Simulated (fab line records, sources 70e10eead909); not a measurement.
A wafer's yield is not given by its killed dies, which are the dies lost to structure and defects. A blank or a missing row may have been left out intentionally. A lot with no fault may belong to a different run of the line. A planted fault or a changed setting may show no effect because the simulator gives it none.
What tool caused it? -- flow nand_harc -- 6 lots with 18 wafers sampled at 5 steps, on a route of 1159 steps

== WHAT THE GAUGES READ, wafer by wafer ==
NHARC_END_SORT_01.
lot,measured,on,killed_at_array
L899,day 22 06:58,prober-02,672 671 673

== TOOL THAT RAN EACH LOT (tool first, then ch and the chambers of the sampled wafers, then the start) ==
lot,NHARC_A_CONTACT_DESCUM_13,NHARC_A_CONTACT_ETCH_89,NHARC_A_CONTACT_ETCH_137,NHARC_A_CONTACT_ETCH_139
L888,"rie_diel-09 ch 1,2,3, day 17 12:31","rie_diel-09 ch 0,1,3, day 17 13:58 or earlier","har_cap_etch-02 ch 0,1, day 17 13:58","har_cap_etch-02 ch 0,1, day 17 14:13"
L893,"rie_diel-11 ch 1,2,3, day 19 02:03","rie_diel-11 ch 0,1, day 19 03:31 or earlier","har_cap_etch-03 ch 0,1, day 19 03:31","har_cap_etch-03 ch 0,1, day 19 03:46"
L899,"rie_diel-11 ch 0,2, day 19 19:06","rie_diel-11 ch 1,2,3, day 19 20:33 or earlier","har_cap_etch-03 ch 0, day 19 20:33","har_cap_etch-03 ch 0, day 19 20:49"
L900,"rie_diel-10 ch 0,1,2, day 21 05:09","rie_diel-10 ch 0,1,3, day 21 06:59 or earlier","har_cap_etch-02 ch 0,1, day 21 06:59","har_cap_etch-02 ch 0,1, day 21 07:16"
L906,"rie_diel-11 ch 0,1, day 22 14:32","rie_diel-11 ch 0,2, day 22 16:10 or earlier","har_cap_etch-03 ch 0,1, day 22 16:10","har_cap_etch-03 ch 0,1, day 22 16:24"
L909,"rie_diel-10 ch 0,2,3, day 22 20:10","rie_diel-10 ch 1,2, day 22 21:41 or earlier","har_cap_etch-02 ch 0,1, day 22 21:41","har_cap_etch-02 ch 0,1, day 22 21:58"
- NHARC_A_CONTACT_DESCUM_13: chemistry O2, time 3 s.
- NHARC_A_CONTACT_ETCH_89: etches the open film in N2/H2, target depth 260 nm, time 475.3 s.
- NHARC_A_CONTACT_ETCH_137: etches the open film in C4F8/O2/Ar, time 132 s, target depth 1287 nm.
- NHARC_A_CONTACT_ETCH_139: etches the open film in C4F8/O2/Ar, time 137 s, target depth 590 nm.

== THE ANSWER, worked out from the rows above alone ==
Rule: the lots themselves supply what counts as usual. Put in order of their means at a reading, lots are off if they are a third of the lots or fewer, leave a main group of 4 or more, and stand apart from it by a gap of 3 or more times the standard deviation of the main group's means; of several such gaps the widest counts. Not used: any main group whose means are identical at the precision the tables above print for the reading. Also off: a lot with no number at a reading for which 4 or more lots have one. All remaining lots with rows at the step are treated as sound.
No lot is off at any reading shown: from this, nothing can be told.

== WHAT THE SIMULATOR HAD INSERTED ==
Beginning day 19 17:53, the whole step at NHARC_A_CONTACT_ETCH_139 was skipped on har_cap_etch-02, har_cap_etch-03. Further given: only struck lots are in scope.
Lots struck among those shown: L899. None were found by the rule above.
